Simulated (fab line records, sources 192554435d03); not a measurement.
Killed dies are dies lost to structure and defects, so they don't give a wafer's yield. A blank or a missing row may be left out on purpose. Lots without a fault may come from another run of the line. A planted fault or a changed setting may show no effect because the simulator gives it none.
fab line records | flow n5_finfet
record lots=10 wafers=30 last_day=16
route steps=1938 shown BEOL_M4@1090 PASSIVATION@1936
lots that met no fault: from a run of the same line without faults
start_h: hours from the record's first day to the start of the lot's first wafer shown | wait_h: hours since the lot's step before | " the same as in the row above | L1.1+2: a row that stands for several wafers | - no value, or no start given | * or withheld: withheld | < > ~ a bound
route shown NAME@n: a module of which the file shows steps, and the number in the route of the first | usual: mean/standard deviation of fault-free wafers | same: alike in all rows | chamber/n: place in a boat | sites: the reading at each site | _std_site: their standard deviation | _edge_site: outer sites' mean less inner sites' | radius_mm: how far each site lies from the wafer's centre | mask NAME#n: copy n | behind: the tool/chamber that last shaped the wafer | hold: why the lot was held/for how many hours/how that ended | device: the transistor (n, p or np) that didn't switch | end of line: the same wafers' tests at the end of the route | a step without rows: its recipe alone | killed: dies lost to structure and defects at the first sort, not the wafer's yield | map: a wafer's dies, x killed, . not, _ none there
set.NAME: the setting as run; set.NAME@STEP: as run at that earlier step | model.NAME: the simulator's own value behind a step, which no gauge read
steps of the route over a sample of lots; a table a step, a row a wafer
services: from which hour (start_h, from the record's first day; less than 0 if before it) a tool's chamber was out of use, for how many hours, and why
## steps
# step N5_BEOL_M4_SPUTTER_86
# recipe material=Cu target_thk_a=45 temp_c=-20 chamber_pressure_pa=0.07 power_w=withheld time_s=8.29
# usual chamber_pressure_pa=0.07/0.00014 substrate_temp_c=-20.00/0.11 throttle_valve_pct=29.9/1.2
# columns lot.wafer tool chamber start_h wait_h chamber_pressure_pa substrate_temp_c throttle_valve_pct
L789.4 pvd_sputter-03 - 170.63 0.0 0.06985 -19.99 28.5
L789.5 " - " " 0.0699 -19.93 29.2
L789.6 " - " " 0.07013 -19.82 28.6
L790.2 pvd_sputter-01 - 170.70 0.1 0.07003 -20.23 30.3
L790.3 " - " " 0.0701 -19.87 30.6
L790.4 " - " " 0.06977 -20.00 30.5
L791.2 pvd_sputter-03 - 193.85 0.1 0.06978 -20.10 29.2
L791.3 " - " " 0.06996 -20.00 28.6
L791.6 " - " " 0.0698 -20.08 29.3
L793.1 pvd_sputter-02 - 204.77 0.1 0.06986 -19.81 31.5
L793.2 " - " " 0.06997 -20.19 31.6
L793.4 " - " " 0.07001 -19.86 29.9
L794.1 pvd_sputter-03 - 209.88 0.1 0.07014 -20.06 28.7
L794.4 " - " " 0.06999 -20.10 29.2
L794.5 " - " " 0.06984 -19.92 28.9
L796.3 pvd_sputter-02 - 221.86 0.1 0.07002 -20.05 30.0
L796.5 " - " " 0.06998 -19.97 30.8
L796.6 " - " " 0.07022 -20.17 29.6
L800.3 pvd_sputter-01 - 253.44 0.1 0.06982 -19.97 30.7
L800.5 " - " " 0.06998 -19.97 30.2
L800.6 " - " " 0.07013 -19.94 30.9
L802.1 pvd_sputter-02 - 266.68 0.1 0.0703 -20.08 31.4
L802.3 " - " " 0.07019 -19.94 29.5
L802.4 " - " " 0.06993 -19.94 31.3
L806.1 pvd_sputter-03 - 272.97 0.1 0.07003 -19.86 29.1
L806.3 " - " " 0.07004 -19.96 29.1
L806.6 " - " " 0.07008 -19.92 28.6
L804.1 pvd_sputter-03 - 277.39 0.1 0.07009 -20.02 29.0
L804.2 " - " " 0.07011 -19.74 30.6
L804.4 " - " " 0.06999 -20.11 29.2
# step N5_BEOL_M4_SPUTTER_92
# recipe material=Cu target_thk_a=45 temp_c=-20 chamber_pressure_pa=0.07 power_w=withheld time_s=8.29
# usual chamber_pressure_pa=0.07002/0.00013 substrate_temp_c=-20.00/0.091 throttle_valve_pct=29.9/1.2
# columns lot.wafer tool chamber start_h wait_h chamber_pressure_pa substrate_temp_c throttle_valve_pct
L789.4 pvd_sputter-03 - 171.29 0.0 0.07006 -19.98 28.8
L789.5 " - " " 0.0698 -20.08 29.4
L789.6 " - " " 0.0701 -19.91 28.9
L790.2 pvd_sputter-01 - 171.36 0.1 0.06993 -19.86 30.4
L790.3 " - " " 0.06986 -19.93 30.6
L790.4 " - " " 0.06996 -19.90 30.3
L791.2 pvd_sputter-03 - 194.51 0.1 0.06983 -19.95 29.3
L791.3 " - " " 0.07007 -19.97 28.7
L791.6 " - " " 0.06992 -20.17 29.4
L793.1 pvd_sputter-02 - 205.43 0.1 0.07012 -19.98 31.7
L793.2 " - " " 0.07022 -20.08 31.5
L793.4 " - " " 0.0701 -20.04 29.5
L794.1 pvd_sputter-03 - 210.54 0.1 0.06996 -20.07 28.5
L794.4 " - " " 0.07 -20.05 29.5
L794.5 " - " " 0.0702 -19.87 29.0
L796.3 pvd_sputter-02 - 222.52 0.1 0.07004 -19.89 29.7
L796.5 " - " " 0.0701 -20.05 30.7
L796.6 " - " " 0.06998 -19.96 29.5
L800.3 pvd_sputter-01 - 254.10 0.1 0.06982 -20.03 30.5
L800.5 " - " " 0.06992 -20.04 30.0
L800.6 " - " " 0.07034 -20.00 31.0
L802.1 pvd_sputter-02 - 267.34 0.1 0.0701 -20.06 31.6
L802.3 " - " " 0.07004 -20.15 29.6
L802.4 " - " " 0.07003 -20.06 31.6
L806.1 pvd_sputter-03 - 273.63 0.1 0.07007 -20.04 29.4
L806.3 " - " " 0.06995 -20.16 29.0
L806.6 " - " " 0.06993 -19.97 28.9
L804.1 pvd_sputter-03 - 278.05 0.1 0.06972 -19.88 28.8
L804.2 " - " " 0.06982 -20.14 30.8
L804.4 " - " " 0.07004 -20.05 29.5
# step N5_BEOL_M4_ECD_50
# recipe material=Cu target_thk_a=3000
# columns lot.wafer tool chamber start_h wait_h
L790.2+3+4 ecd_cu-01 1,1,0 171.92 0.1
L789.4+5+6 ecd_cu-02 0,0,1 177.00 0.1
L791.2+3+6 ecd_cu-02 0,1,1 195.06 0.1
L793.1+2+4 ecd_cu-02 1,0,0 205.98 0.1
L794.1+4+5 ecd_cu-02 1,0,1 211.10 0.1
L796.3+5+6 ecd_cu-02 1,1,0 223.09 0.1
L800.3+5+6 ecd_cu-02 1,0,1 254.67 0.1
L802.1+3+4 ecd_cu-01 0,0,1 267.89 0.1
L806.1+3+6 ecd_cu-02 0,1,1 274.19 0.1
L804.1+2+4 ecd_cu-02 1,0,0 278.61 0.1
# step N5_BEOL_M4_CMP_52
# recipe stop_on=SiOC t_overpolish_s=6.8 down_force_psi=1 platen_rpm=50 clearing_platen_down_force_psi=1.5 clearing_platen_rpm=50 post_cmp_clean=cu_alkaline target_thk_nm=40 clearing_platen_pad_velocity_m_s=0.99484 pad_velocity_m_s=0.99484
# usual clearing_platen_rpm=50.001/0.025 edge_zone_pressure_frac=1.000/0.0051 motor_current_A=5.8/0.61 retaining_ring_pressure_frac=1.000/0.0046 time_to_endpoint_s=62/3.1
# columns lot.wafer tool chamber start_h wait_h clearing_platen_rpm edge_zone_pressure_frac motor_current_A retaining_ring_pressure_frac time_to_endpoint_s
L790.2 cmp-04 0 172.32 0.2 49.975 1.007 4.9 1.007 59
L790.4 " 2 " " 49.952 1.000 6.7 0.998 62
L790.3 " 3 " " 49.985 1.004 5.7 1.003 57
L789.4 cmp-04 1 177.60 0.2 49.954 0.992 5.1 0.999 61
L789.5 " 3 " " 49.994 1.000 5.5 0.996 61
L789.6 " 0 " " 50.045 1.000 4.6 0.996 63
L791.3 cmp-02 3 195.68 0.2 50.006 0.999 6.0 0.994 60
L791.2 " 1 " " 50.007 1.004 5.7 1.010 63
L791.6 " 2 " " 49.974 0.995 5.6 0.999 56
L793.4 cmp-03 3 206.36 0.1 50.004 1.006 7.1 0.996 67
L793.2 " 0 " " 50.020 1.000 6.6 0.997 59
L793.1 " 2 " " 50.010 1.008 5.8 1.004 57
L794.4 cmp-02 3 211.47 0.1 50.001 0.993 6.4 0.992 63
L794.1 " 0 " " 49.980 1.002 5.7 1.002 64
L794.5 " 0 " " 49.947 0.992 5.7 1.004 66
L796.3 cmp-04 1 223.49 0.2 49.977 1.003 5.1 1.003 70
L796.5 " 0 " " 49.995 0.994 4.7 1.006 64
L796.6 " 1 " " 50.006 0.995 5.5 0.997 66
L800.3 cmp-03 1 255.12 0.3 50.040 1.000 6.5 0.999 62
L800.5 " 3 " " 50.008 1.002 6.9 0.997 62
L800.6 " 0 " " 50.017 1.002 6.5 0.998 57
L802.4 cmp-02 1 268.27 0.1 49.981 1.008 5.9 0.995 59
L802.3 " 2 " " 50.010 0.997 5.8 1.006 58
L802.1 " 0 " " 49.977 0.996 5.8 1.005 60
L806.1 cmp-02 0 274.64 0.3 49.999 1.000 5.6 0.999 0
L806.3 " 1 " " 50.007 0.989 5.5 1.002 0
L806.6 " 2 " " 50.020 1.002 5.8 1.000 0
L804.1 cmp-04 2 278.99 0.3 50.049 1.001 6.5 1.001 0
L804.4 " 0 " " 49.971 1.011 5.0 0.998 0
L804.2 " 1 " " 49.995 1.001 5.3 0.991 0
# step N5_BEOL_M4_RC_MEAS_101
# usual DIBL_N=36.1/1.7 DIBL_P=35.9/2.1 IOFF_N=0.154/0.029 IOFF_P=0.21/0.035 ION_N=673/10 ION_P=463/7.5 SS_N=71.6/0.59 SS_P=73.2/0.69 VT_N=250.5/2.9 VT_P=-250/3.2
# columns lot.wafer tool chamber start_h wait_h DIBL_N[mV/V] DIBL_P[mV/V] IOFF_N[nA/um] IOFF_P[nA/um] ION_N[uA/um] ION_P[uA/um] SS_N[mV/dec] SS_P[mV/dec] VT_N[mV] VT_P[mV]
L790.2 prober-01 0 173.08 0.2 39.6 38.2 0.231 0.30 687 465 71.7 74.2 244.0 -247
L790.3 " 0 " " 37.8 35.8 0.185 0.25 672 468 72.2 74.4 250.5 -246
L790.4 " 0 " " 38.2 36.4 0.194 0.26 683 464 72.5 73.7 248.7 -247
L789.4 prober-02 0 178.60 0.5 38.7 39.4 0.182 0.26 668 458 72.7 73.5 252.3 -247
L789.5 " 0 " " 37.7 37.9 0.165 0.24 662 454 72.7 73.6 253.9 -247
L789.6 " 0 " " 36.0 37.8 0.146 0.23 661 462 71.7 73.2 252.5 -249
L791.2 prober-01 0 196.40 0.2 35.0 35.2 0.160 0.23 683 467 70.9 73.1 246.9 -249
L791.3 " 0 " " 36.1 37.3 0.185 0.26 693 474 71.6 73.2 248.3 -245
L791.6 " 0 " " 37.3 37.2 0.194 0.26 682 469 71.8 73.5 245.2 -247
L793.1 prober-02 0 206.97 0.0 34.4 34.3 0.115 0.14 653 443 70.9 71.9 253.0 -259
L793.2 " 0 " " 39.7 39.3 0.204 0.20 664 447 72.2 73.8 248.9 -254
L793.4 " 0 " " 37.1 37.0 0.149 0.18 666 453 72.0 73.4 252.5 -256
L794.1 prober-02 0 212.08 0.0 35.8 35.7 0.138 0.22 664 461 71.4 72.8 252.6 -250
L794.4 " 0 " " 36.5 37.4 0.160 0.24 672 469 71.9 73.1 249.0 -248
L794.5 " 0 " " 36.2 37.3 0.155 0.24 674 466 72.1 72.9 246.5 -247
L796.3 prober-01 0 224.41 0.3 38.0 38.1 0.166 0.24 675 465 71.7 73.9 249.4 -245
L796.5 " 0 " " 37.1 36.7 0.147 0.21 674 466 71.3 73.9 251.3 -249
L796.6 " 0 " " 38.6 38.0 0.166 0.23 669 463 72.2 74.0 250.2 -248
L800.3 prober-02 0 255.97 0.3 33.6 33.4 0.137 0.19 669 463 71.1 73.1 251.4 -253
L800.5 " 0 " " 33.6 33.1 0.119 0.18 661 460 71.2 72.8 252.9 -253
L800.6 " 0 " " 34.8 33.9 0.134 0.18 667 459 70.8 73.3 253.3 -252
L802.1 prober-01 0 268.87 0.0 35.6 35.8 0.148 0.21 668 462 71.5 73.6 250.8 -250
L802.3 " 0 " " 35.3 35.4 0.140 0.20 665 458 71.5 73.0 251.8 -250
L802.4 " 0 " " 36.7 36.4 0.151 0.20 661 454 72.3 72.6 250.6 -250
# step N5_PASSIVATION_PROBE_49
# usual defect_limited_yield=91.3/1.4 killed_at_M0_to_M3=34/9.2 killed_at_M4_up=13/5.3 killed_at_contacts=12/6 killed_at_front_end=39/12 killed_at_other=4/3.3 killed_dies=102/17 killed_on_rim=13/3.9 killed_open=67/12 killed_short=34/7.4 sort_bin_5_function=5.1/1 sort_bin_6_memory=3.2/0.6 sort_n_pass=1078/17 sort_yield_pct=91.3/1.4
# same gross_dies=1180 killed_at_back_side=0 sort_bin_4_leakage[%]=0 sort_bin_8_speed[%]=0
# columns lot.wafer tool chamber start_h wait_h defect_limited_yield[%] killed_at_M0_to_M3 killed_at_M4_up killed_at_contacts killed_at_front_end killed_at_other killed_dies killed_on_rim killed_open killed_short sort_bin_5_function[%] sort_bin_6_memory[%] sort_n_pass sort_yield_pct[%]
L796.3 prober-02 - 322.06 0.1 94.6 16 8 6 26 8 64 11 41 20 3.1 2.2 1116 94.6
L796.5 prober-02 - 322.16 0.2 91.5 22 16 17 43 2 100 9 65 29 5.3 2.8 1080 91.5
L796.6 prober-02 - 322.21 0.3 92.5 15 14 8 44 8 89 9 56 32 4.5 2.5 1091 92.5
L802.1 prober-01 - 375.09 0.0 93.4 33 8 6 29 2 78 11 48 30 3.4 3.1 1102 93.4
L802.3 prober-01 - 375.19 0.1 92.5 35 14 11 27 1 88 10 64 23 4.3 3.1 1092 92.5
L802.4 prober-01 - 375.24 0.2 91.9 36 10 11 37 1 95 15 61 33 5.2 2.8 1085 91.9
L806.1 prober-01 - 379.69 0.0 0 34 1107 18 17 4 1180 152 59 28 96.9 2.9 0 0
L806.3 prober-01 - 379.79 0.1 0 49 1084 8 39 0 1180 152 71 35 96.1 3.3 0 0
L806.6 prober-01 - 379.94 0.3 0 30 1085 28 32 5 1180 152 67 44 95.8 4.0 0 0
L804.1 prober-02 - 380.76 0.0 0 34 1090 7 45 4 1180 152 61 38 96.8 3.0 0 0
L804.2 prober-02 - 380.81 0.1 0 36 1088 9 45 2 1180 152 72 47 95.8 3.9 0 0
L804.4 prober-02 - 380.91 0.2 0 47 1095 14 24 0 1180 152 62 29 96.9 2.9 0 0
# killed by level:class
L796.3 DUMMY_GATE:geometric_particle:open=5 GATE_CUT:geometric_particle:open=5 BEOL_M0_SAQP:geometric_particle:open=4 BEOL_M1:geometric_particle:open=4 FIN_CUT:geometric_particle:open=3 STI_FIN_REVEAL:geometric_particle:open=3 BEOL_M4:geometric_particle:open=3 MOL_CONTACT_COAG:geometric_particle:open=3
L796.5 MOL_CONTACT_COAG:geometric_particle:open=16 BEOL_M2:geometric_particle:open=9 FIN_SAQP:geometric_particle:short=8 DUMMY_GATE:geometric_particle:open=7 BEOL_M0_SAQP:geometric_particle:open=6 FIN_SAQP:geometric_particle:open=4 BEOL_M4:geometric_particle:open=4 STARTING-WAFER:geometric_particle:short=4
L796.6 FIN_SAQP:geometric_particle:open=12 FIN_SAQP:geometric_particle:short=11 MOL_CONTACT_COAG:geometric_particle:open=8 BEOL_M4:geometric_particle:open=7 STI_FIN_REVEAL:geometric_particle:open=6 BEOL_M2:geometric_particle:open=4 STARTING-WAFER:geometric_particle:open=3 GATE_CUT:geometric_particle:short=3
L802.1 BEOL_M0_SAQP:geometric_particle:open=8 BEOL_M0_SAQP:geometric_particle:short=7 DUMMY_GATE:geometric_particle:open=6 BEOL_M1:geometric_particle:open=5 BEOL_M3:geometric_particle:open=5 STARTING-WAFER:geometric_particle:open=5 GATE_CUT:geometric_particle:short=4 BEOL_M2:geometric_particle:open=4
L802.3 MOL_CONTACT_COAG:geometric_particle:open=9 BEOL_M3:geometric_particle:open=9 BEOL_M2:geometric_particle:open=7 FIN_SAQP:geometric_particle:open=5 BEOL_M0_SAQP:geometric_particle:open=5 BEOL_M0:geometric_particle:open=4 GATE_CUT:geometric_particle:short=4 STI_FIN_REVEAL:geometric_particle:open=3
L802.4 FIN_SAQP:geometric_particle:open=13 BEOL_M0_SAQP:geometric_particle:short=13 MOL_CONTACT_COAG:geometric_particle:open=8 DUMMY_GATE:geometric_particle:open=6 BEOL_M2:geometric_particle:open=6 FIN_SAQP:geometric_particle:short=5 BEOL_M1:geometric_particle:open=5 BEOL_M0_SAQP:geometric_particle:open=4
L806.1 BEOL_M4:area_ecd=1092 MOL_CONTACT_COAG:geometric_particle:open=14 BEOL_M3:geometric_particle:open=11 FIN_SAQP:geometric_particle:open=4 BEOL_M0_SAQP:geometric_particle:short=4 BEOL_M0_SAQP:geometric_particle:open=4 BEOL_M2:geometric_particle:open=4 BEOL_M5:geometric_particle:open=4
L806.3 BEOL_M4:area_ecd=1073 BEOL_M0_SAQP:geometric_particle:open=19 FIN_SAQP:geometric_particle:short=12 FIN_SAQP:geometric_particle:open=8 BEOL_M0_SAQP:geometric_particle:short=8 STI_FIN_REVEAL:geometric_particle:open=7 BEOL_M3:geometric_particle:open=6 MOL_CONTACT_COAG:geometric_particle:open=5
L806.6 BEOL_M4:area_ecd=1069 MOL_CONTACT_COAG:geometric_particle:open=22 FIN_SAQP:geometric_particle:short=11 BEOL_M0_SAQP:geometric_particle:short=10 BEOL_M4:geometric_particle:open=10 BEOL_M2:geometric_particle:open=7 GATE_CUT:geometric_particle:short=6 MOL_CONTACT_COAG:geometric_particle:short=6
L804.1 BEOL_M4:area_ecd=1081 FIN_SAQP:geometric_particle:open=14 FIN_SAQP:geometric_particle:short=11 DUMMY_GATE:geometric_particle:open=8 BEOL_M3:geometric_particle:open=8 MOL_CONTACT_COAG:geometric_particle:open=6 BEOL_M0_SAQP:geometric_particle:open=5 BEOL_M0_SAQP:geometric_particle:short=4
L804.2 BEOL_M4:area_ecd=1061 BEOL_M4:geometric_particle:open=14 FIN_SAQP:geometric_particle:open=13 BEOL_M0_SAQP:geometric_particle:short=10 FIN_SAQP:geometric_particle:short=9 BEOL_M0_SAQP:geometric_particle:open=8 BEOL_M1:geometric_particle:open=6 BEOL_M1:geometric_particle:short=6
L804.4 BEOL_M4:area_ecd=1089 BEOL_M1:geometric_particle:short=15 MOL_CONTACT_COAG:geometric_particle:open=12 BEOL_M2:geometric_particle:open=12 BEOL_M3:geometric_particle:open=9 STI_FIN_REVEAL:geometric_particle:open=6 DUMMY_GATE:geometric_particle:open=6 BEOL_M0:geometric_particle:open=5
## services
# columns tool chamber start_h hours kind
pvd_sputter-01 - 182.92 8.3 repair
ecd_cu-01 - 210.21 0.5 repair
cmp-03 - 223.70 0.5 repair
cmp-03 - 228.34 5.3 pm
cmp-04 - 231.82 1.6 repair
cmp-02 - 233.52 6.2 pm
cmp-02 - 256.17 4.0 pm
cmp-03 - 258.86 7.2 repair
cmp-02 - 260.17 - consumable_replace:conditioner
cmp-02 - 260.17 - consumable_replace:pad
cmp-04 - 266.31 4.0 pm
cmp-03 - 267.94 1.7 repair
cmp-04 - 270.31 - consumable_replace:conditioner
cmp-04 - 270.31 - consumable_replace:pad
## key
first_sign step=N5_BEOL_M4_CMP_52 reading=time_to_endpoint_s direction=down sigmas=20 usual=* struck=*
effect step=N5_PASSIVATION_PROBE_49 reading=killed_at_M4_up direction=up sigmas=99+ usual=13 struck=1092
more_kills_born_at N5_BEOL_M4_ECD_50@ecd_cu-02=6465
met_at N5_BEOL_M4_ECD_50
struck_lots L804,L806
later_rows_left_out L804.1,L804.2,L804.4,L806.1,L806.3,L806.6
not_acting_at N5_BEOL_M4_SPUTTER_86,N5_BEOL_M4_SPUTTER_92
onset_between 254.67 274.19
also_fits time
fault kind=skipped_step_whole tool=ecd_cu-02 chamber=- onset_h=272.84 steps=N5_BEOL_M4_ECD_50 scope=struck_lots_only
# later_rows_left_out: the simulator's readings of these wafers behind a module that went badly wrong aren't trusted and aren't shown, but for the sort
